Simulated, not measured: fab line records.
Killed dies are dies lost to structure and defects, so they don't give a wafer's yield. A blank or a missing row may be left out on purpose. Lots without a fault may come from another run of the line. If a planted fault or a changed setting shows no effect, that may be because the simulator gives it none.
Which tool was responsible?	flow nand harc	24 lots with 72 wafers sampled at 6 steps, on a route of 1159 steps

## WHAT EACH GAUGE READ, for each wafer
NHARC_A_CONTACT_CD_MEAS_53. Usual: 189.5 nm for cd nm, sd 0.65.
lot	measured	on	cd nm (nm)	flag
L074	day 16 20:40	cd sem-02	189.3 189.4 189.0	
L075	day 18 03:34	cd sem-01	189.7 189.8 189.2	
L079	day 18 20:13	cd sem-03	189.7 189.6 189.5	
L077	day 18 14:29	cd sem-03	189.1 189.0 189.2	
L078	day 19 01:30	cd sem-03	190.3 190.4 190.7	
L076	day 18 08:08	cd sem-02	189.0 189.1 189.5	
L083	day 20 18:19	cd sem-03	190.1 190.4 190.1	
L081	day 21 14:45	cd sem-02	190.8 190.7 190.9	
L084	day 20 21:58	cd sem-02	190.6 190.9 189.9	
L082	day 20 17:49	cd sem-01	189.5 188.9 189.2	
L080	day 21 03:00	cd sem-01	189.2 188.6 189.1	
L086	day 21 22:34	cd sem-03	190.0 190.0 190.1	
L085	day 21 03:22	cd sem-01	188.3 188.4 188.3	
L088	day 20 22:47	cd sem-01	190.0 189.8 189.7	
L087	day 22 02:30	cd sem-02	189.5 189.9 189.6	
L089	day 22 04:31	cd sem-03	189.7 189.3 189.1	
L090	day 22 07:44	cd sem-02	188.9 189.7 188.7	
L091	day 22 05:29	cd sem-03	190.2 190.0 190.0	
L092	day 22 11:44	cd sem-01	189.2 189.6 189.3	
L094	day 23 08:26	cd sem-03	189.4 189.4 189.7	
L097	day 23 17:07	cd sem-03	189.7 190.3 189.6	
L096	day 23 18:17	cd sem-03	189.2 189.1 189.3	
L093	day 23 09:07	cd sem-02	188.6 188.5 189.2	
L095	day 24 03:53	cd sem-02	188.7 188.6 188.8	

## EACH LOT AND THE TOOL THAT RAN IT (in order: tool; ch and the chambers of the sampled wafers; start)
lot	NHARC_A_SGD_CUT_ETCH_59	NHARC_A_SGD_CUT_ETCH_15	NHARC_A_SLIT_DEP_25	NHARC_A_WL_FILL_STRIP_27	NHARC_A_CONTACT_ETCH_121
L074	rie diel-05 ch 0,1, day 13 09:56 or earlier	rie diel-05 ch 0,2,3, day 13 09:56 or earlier	pecvd-04 ch 0,2, day 13 09:56	plasma asher-01 ch 0,1, day 14 17:21	har cap etch-03 ch 0,1, day 16 19:40
L075	rie diel-05 ch 0,2, day 14 21:04 or earlier	rie diel-05 ch 0,2,3, day 14 21:04 or earlier	pecvd-04 ch 1,2, day 14 21:04	plasma asher-02 ch 0,1, day 16 18:02	har cap etch-01 ch 1, day 18 02:33
L079	rie diel-06 ch 0,3, day 14 21:19 or earlier	rie diel-06 ch 1,2,3, day 14 21:19 or earlier	pecvd-02 ch 0,1,2, day 14 21:19	plasma asher-02 ch 0,1, day 16 20:50	har cap etch-01 ch 0,1, day 18 19:15
L077	rie diel-08 ch 0,1,3, day 14 21:23 or earlier	rie diel-08 ch 0,1, day 14 21:23 or earlier	pecvd-04 ch 0,1,2, day 14 21:23	plasma asher-02 ch 0,1, day 16 23:35	har cap etch-03 ch 0,1, day 18 13:29
L078	rie diel-06 ch 0,1,2, day 14 21:26 or earlier	rie diel-06 ch 1,2, day 14 21:26 or earlier	pecvd-01 ch 0,1,2, day 14 21:26	plasma asher-01 ch 0,1, day 17 02:23	har cap etch-01 ch 0,1, day 19 00:26
L076	rie diel-05 ch 0,1,3, day 14 21:10 or earlier	rie diel-05 ch 0,1,3, day 14 21:10 or earlier	pecvd-01 ch 0,1,2, day 14 21:10	plasma asher-02 ch 0,1, day 16 15:11	har cap etch-02 ch 0,1, day 18 07:08
L083	rie diel-06 ch 2,3, day 16 10:00 or earlier	rie diel-06 ch 0,3, day 16 10:00 or earlier	pecvd-02 ch 0,1, day 16 10:00	plasma asher-02 ch 0,1, day 19 12:13	har cap etch-02 ch 0,1, day 20 17:19
L081	rie diel-05 ch 1,2,3, day 16 09:58 or earlier	rie diel-05 ch 1,2,3, day 16 09:58 or earlier	pecvd-04 ch 0,1,2, day 16 09:58	plasma asher-01 ch 0,1, day 19 20:24	har cap etch-02 ch 0,1, day 21 13:45
L084	rie diel-08 ch 2,3, day 16 10:08 or earlier	rie diel-08 ch 1,2,3, day 16 10:08 or earlier	pecvd-01 ch 0,2, day 16 10:08	plasma asher-02 ch 0,1, day 19 11:38	har cap etch-03 ch 0,1, day 20 20:49
L082	rie diel-06 ch 0,3, day 16 10:16 or earlier	rie diel-06 ch 0,3, day 16 10:16 or earlier	pecvd-02 ch 0,1, day 16 10:16	plasma asher-02 ch 0,1, day 19 14:32	har cap etch-01 ch 0,1, day 20 16:20
L080	rie diel-05 ch 0,1,3, day 16 12:55 or earlier	rie diel-05 ch 1,2,3, day 16 12:55 or earlier	pecvd-04 ch 0,1,2, day 16 12:55	plasma asher-01 ch 0,1, day 19 17:18	har cap etch-01 ch 0,1, day 21 01:47
L086	rie diel-08 ch 0,2, day 16 23:07 or earlier	rie diel-08 ch 0,1,3, day 16 23:07 or earlier	pecvd-02 ch 0,2, day 16 23:07	plasma asher-02 ch 0, day 19 21:07	har cap etch-01 ch 0,1, day 21 21:33
L085	rie diel-06 ch 0,3, day 16 23:14 or earlier	rie diel-06 ch 1,2, day 16 23:14 or earlier	pecvd-01 ch 0,1,2, day 16 23:14	plasma asher-02 ch 0,1, day 19 15:33	har cap etch-02 ch 0,1, day 21 02:24
L088	rie diel-08 ch 2,3, day 16 23:21 or earlier	rie diel-08 ch 0,2,3, day 16 23:21 or earlier	pecvd-02 ch 0,2, day 16 23:21	plasma asher-01 ch 0,1, day 19 18:17	har cap etch-01 ch 0,1, day 20 21:23
L087	rie diel-05 ch 0,2,3, day 17 17:46 or earlier	rie diel-05 ch 2,3, day 17 17:46 or earlier	pecvd-04 ch 0,1,2, day 17 17:46	plasma asher-02 ch 0,1, day 20 00:44	har cap etch-02 ch 0,1, day 22 01:29
L089	rie diel-06 ch 1,2,3, day 17 17:53 or earlier	rie diel-06 ch 1,2, day 17 17:53 or earlier	pecvd-04 ch 1,2, day 17 17:53	plasma asher-02 ch 0,1, day 20 02:45	har cap etch-03 ch 0,1, day 22 03:31
L090	rie diel-05 ch 1,2,3, day 17 18:02 or earlier	rie diel-05 ch 0,3, day 17 18:02 or earlier	pecvd-01 ch 0,2, day 17 18:02	plasma asher-01 ch 0,1, day 20 06:14	har cap etch-03 ch 0,1, day 22 06:34
L091	rie diel-05 ch 1,2,3, day 18 09:23 or earlier	rie diel-05 ch 1,2,3, day 18 09:23 or earlier	pecvd-02 ch 1,2, day 18 09:23	plasma asher-02 ch 0,1, day 19 23:55	har cap etch-01 ch 0,1, day 22 04:29
L092	rie diel-05 ch 0,1,3, day 18 03:12	rie diel-08 ch 1,2, day 18 03:26	pecvd-01 ch 0,1,2, day 18 09:25	plasma asher-02 ch 0,1, day 20 03:16	har cap etch-03 ch 0,1, day 22 10:43
L094	rie diel-05 ch 1,2, day 20 21:55 or earlier	rie diel-05 ch 1,2,3, day 20 21:55 or earlier	pecvd-04 ch 0,2, day 20 21:55	plasma asher-02 ch 0,1, day 21 23:35	har cap etch-02 ch 0,1, day 23 07:26
L097	rie diel-08 ch 1,2, day 20 22:02 or earlier	rie diel-08 ch 1,2, day 20 22:02 or earlier	pecvd-01 ch 0,1, day 20 22:02	plasma asher-02 ch 0,1, day 22 02:25	har cap etch-02 ch 0,1, day 23 16:08
L096	rie diel-05 ch 0,2,3, day 20 22:16 or earlier	rie diel-05 ch 0,1,3, day 20 22:16 or earlier	pecvd-02 ch 1,2, day 20 22:16	plasma asher-02 ch 0,1, day 22 05:14	har cap etch-01 ch 0,1, day 23 17:17
L093	rie diel-08 ch 2,3, day 20 22:14 or earlier	rie diel-08 ch 2,3, day 20 22:14 or earlier	pecvd-01 ch 0,1,2, day 20 22:14	plasma asher-01 ch 0,1, day 22 01:08	har cap etch-01 ch 0,1, day 23 08:07
L095	rie diel-06 ch 0,1, day 21 01:20 or earlier	rie diel-06 ch 1,2, day 21 01:20 or earlier	pecvd-04 ch 0,1,2, day 21 01:20	plasma asher-01 ch 0,1, day 22 10:14	har cap etch-02 ch 0,1, day 24 02:47
- NHARC_A_SGD_CUT_ETCH_59: etches the open film in N2/H2, target depth 260 nm, time 406.25 s.
- NHARC_A_SGD_CUT_ETCH_15: etches the open film in CH3F/O2, target depth 75 nm, time 64.3 s.
- NHARC_A_SLIT_DEP_25: deposits SiO2, target thk 200 nm.
- NHARC_A_WL_FILL_STRIP_27: strips in N2/H2, time 20 s.
- NHARC_A_CONTACT_ETCH_121: etches the open film in C4F8/O2/Ar, time 94 s, target depth 922 nm.

## WHAT THE TOOLS THEMSELVES READ (means of the sampled wafers that have a number; where no wafer has one, the mark that the record gives instead)
NHARC_A_SGD_CUT_ETCH_59. Usual: value, then standard deviation, for each; bias w 149.9 W / 0.44; drypump motor current A 5.5 A / 0.4; oes product au 1.000 a.u. / 0.0073; rf fwd power W 399.1 W / 1.2; rf vpp V 430.8 V / 2.5; showerhead plenum p Torr 2.05 Torr / 0.086; throttle valve pct 14.172 % / 0.0092.
lot	tool	bias w (W)	drypump motor current A (A)	oes product au (a.u.)	rf fwd power W (W)	rf vpp V (V)	showerhead plenum p Torr (Torr)	throttle valve pct (%)	flag
L074	rie diel-05	149.6	5.8	1.005	398.9	429.7	2.02	14.171	
L075	rie diel-05	150.2	5.1	1.002	399.4	428.6	1.99	14.171	
L079	rie diel-06	149.9	5.6	0.998	399.1	429.3	1.99	14.179	
L077	rie diel-08	149.7	5.3	0.993	398.6	431.5	2.07	14.168	
L078	rie diel-06	150.7	5.8	1.002	398.4	431.6	2.04	14.174	
L076	rie diel-05	149.8	5.5	1.008	399.6	430.9	2.03	14.167	
L083	rie diel-06	149.9	5.4	0.996	399.4	431.5	2.08	14.172	
L081	rie diel-05	150.2	5.5	1.008	399.1	429.9	2.00	14.171	
L084	rie diel-08	150.1	5.6	0.991	399.2	433.1	2.13	14.173	
L082	rie diel-06	150.2	5.4	0.998	399.2	431.2	2.08	14.177	
L080	rie diel-05	149.8	5.5	1.001	400.6	430.2	2.03	14.172	
L086	rie diel-08	150.2	5.5	0.997	398.0	432.3	2.07	14.178	
L085	rie diel-06	149.7	5.6	1.003	399.1	428.9	1.99	14.170	
L088	rie diel-08	149.8	5.6	0.994	399.5	432.4	2.13	14.168	
L087	rie diel-05	150.0	5.1	1.004	399.8	429.4	2.00	14.169	
L089	rie diel-06	149.9	5.6	1.000	397.9	432.2	2.13	14.170	
L090	rie diel-05	150.2	5.5	1.000	399.5	429.2	2.00	14.180	
L091	rie diel-05	150.5	5.5	0.996	399.4	428.7	2.00	14.171	
L092	rie diel-05	149.6	5.5	0.995	397.6	429.9	2.03	14.176	
L094	rie diel-05	150.4	5.5	1.000	398.9	428.3	1.96	14.172	
L097	rie diel-08	150.2	5.7	0.997	398.8	433.6	2.15	14.170	
L096	rie diel-05	149.8	5.1	1.004	400.0	430.2	2.00	14.173	
L093	rie diel-08	149.7	5.8	0.997	398.1	433.3	2.15	14.174	
L095	rie diel-06	149.5	6.0	0.999	399.1	432.1	2.09	14.172	

NHARC_A_SGD_CUT_ETCH_15. Usual: value, then standard deviation, for each; bias w 100.0 W / 0.32; drypump motor current A 5.5 A / 0.4; oes product au 0.958 a.u. / 0.017; rf fwd power W 495.0 W / 2; rf vpp V 264.0 V / 1.6; showerhead plenum p Torr 2.47 Torr / 0.1; throttle valve pct 20.663 % / 0.0093.
lot	tool	bias w (W)	drypump motor current A (A)	oes product au (a.u.)	rf fwd power W (W)	rf vpp V (V)	showerhead plenum p Torr (Torr)	throttle valve pct (%)	flag
L074	rie diel-05	100.1	5.1	0.982	495.8	263.6	2.42	20.657	
L075	rie diel-05	99.7	5.1	0.977	494.7	263.1	2.42	20.675	
L079	rie diel-06	100.0	5.6	0.924	495.4	265.4	2.56	20.674	
L077	rie diel-08	100.3	5.3	0.962	494.2	264.0	2.46	20.663	
L078	rie diel-06	100.4	5.9	0.960	495.3	265.1	2.57	20.665	
L076	rie diel-05	99.6	5.5	0.969	495.4	262.8	2.45	20.663	
L083	rie diel-06	100.5	5.6	0.949	494.5	263.4	2.40	20.660	
L081	rie diel-05	100.0	5.5	0.967	495.6	264.1	2.42	20.670	
L084	rie diel-08	100.0	5.5	0.931	495.0	265.6	2.56	20.656	
L082	rie diel-06	100.2	5.6	0.965	496.6	262.4	2.40	20.672	
L080	rie diel-05	99.6	5.5	0.965	495.5	263.2	2.42	20.655	
L086	rie diel-08	100.1	5.3	0.969	496.3	264.4	2.49	20.664	
L085	rie diel-06	100.2	5.8	0.960	494.7	264.3	2.51	20.654	
L088	rie diel-08	100.0	5.6	0.967	495.5	264.4	2.53	20.661	
L087	rie diel-05	99.8	5.2	0.978	495.2	263.5	2.43	20.667	
L089	rie diel-06	99.9	5.9	0.957	495.1	265.5	2.57	20.665	
L090	rie diel-05	100.2	5.2	0.942	497.0	263.9	2.46	20.667	
L091	rie diel-05	100.0	5.5	0.961	494.3	263.3	2.41	20.661	
L092	rie diel-08	100.2	5.7	0.953	493.7	265.4	2.58	20.664	
L094	rie diel-05	99.9	5.5	0.977	494.8	262.4	2.41	20.663	
L097	rie diel-08	100.1	5.4	0.956	493.4	264.8	2.55	20.661	
L096	rie diel-05	100.3	5.5	0.926	496.6	264.1	2.45	20.667	
L093	rie diel-08	99.8	5.6	0.955	495.7	264.7	2.56	20.667	
L095	rie diel-06	99.9	5.8	0.958	493.3	264.7	2.50	20.661	

NHARC_A_SLIT_DEP_25. Usual: heater power w 556 W, standard deviation 56; rf fwd power W 898.1 W, standard deviation 2.8; throttle valve pct 16.2 %, standard deviation 0.45.
lot	tool	heater power w (W)	rf fwd power W (W)	throttle valve pct (%)	flag
L074	pecvd-04	528	898.9	16.4	
L075	pecvd-04	487	902.6	16.2	
L079	pecvd-02	486	896.9	16.9	
L077	pecvd-04	564	898.7	16.5	
L078	pecvd-01	601	898.3	15.8	
L076	pecvd-01	583	898.6	16.1	
L083	pecvd-02	622	897.1	17.0	
L081	pecvd-04	519	898.4	16.3	
L084	pecvd-01	618	895.4	16.0	
L082	pecvd-02	586	896.6	16.8	
L080	pecvd-04	537	901.0	16.6	
L086	pecvd-02	516	897.9	16.2	
L085	pecvd-01	547	897.3	16.1	
L088	pecvd-02	613	899.1	16.0	
L087	pecvd-04	558	898.6	16.2	
L089	pecvd-04	516	898.2	15.9	
L090	pecvd-01	623	898.6	16.1	
L091	pecvd-02	576	898.6	16.1	
L092	pecvd-01	566	896.5	15.9	
L094	pecvd-04	578	896.5	16.3	
L097	pecvd-01	601	897.2	15.8	
L096	pecvd-02	478	898.1	16.8	
L093	pecvd-01	523	897.9	15.7	
L095	pecvd-04	531	893.5	16.2	

NHARC_A_WL_FILL_STRIP_27. Usual: drypump motor current A 5.8 A, standard deviation 0.54; heater power w 352 W, standard deviation 17.
lot	tool	drypump motor current A (A)	heater power w (W)	flag
L074	plasma asher-01	5.7	336	
L075	plasma asher-02	6.1	359	
L079	plasma asher-02	6.1	365	
L077	plasma asher-02	6.1	355	
L078	plasma asher-01	5.7	337	
L076	plasma asher-02	5.6	359	
L083	plasma asher-02	5.7	367	
L081	plasma asher-01	5.7	340	
L084	plasma asher-02	5.6	366	
L082	plasma asher-02	5.6	363	
L080	plasma asher-01	5.7	337	
L086	plasma asher-02	5.2	370	
L085	plasma asher-02	5.6	371	
L088	plasma asher-01	5.7	333	
L087	plasma asher-02	5.6	369	
L089	plasma asher-02	5.6	369	
L090	plasma asher-01	5.6	335	
L091	plasma asher-02	5.6	367	
L092	plasma asher-02	5.7	365	
L094	plasma asher-02	5.6	362	
L097	plasma asher-02	6.1	359	
L096	plasma asher-02	6.1	359	
L093	plasma asher-01	5.7	321	
L095	plasma asher-01	5.7	323	

## THE ANSWER, worked out from the rows above alone
Rule: lot off if the mean of its wafers having a number is beyond 3 standard deviations from the usual mean. Also off: a lot with no number at a reading for which 4 or more lots have one. Any other lot the step has rows for is counted as sound. First the gauges in route order, then the tools' own readings, where a lot's mean is used as printed above. The first step at which some lot is off is used, and at that step the reading that is off furthest; a lot without a number counts as furthest.
None of the lots is off at any reading shown; this tells nothing.

## WHAT THE SIMULATOR PUT IN
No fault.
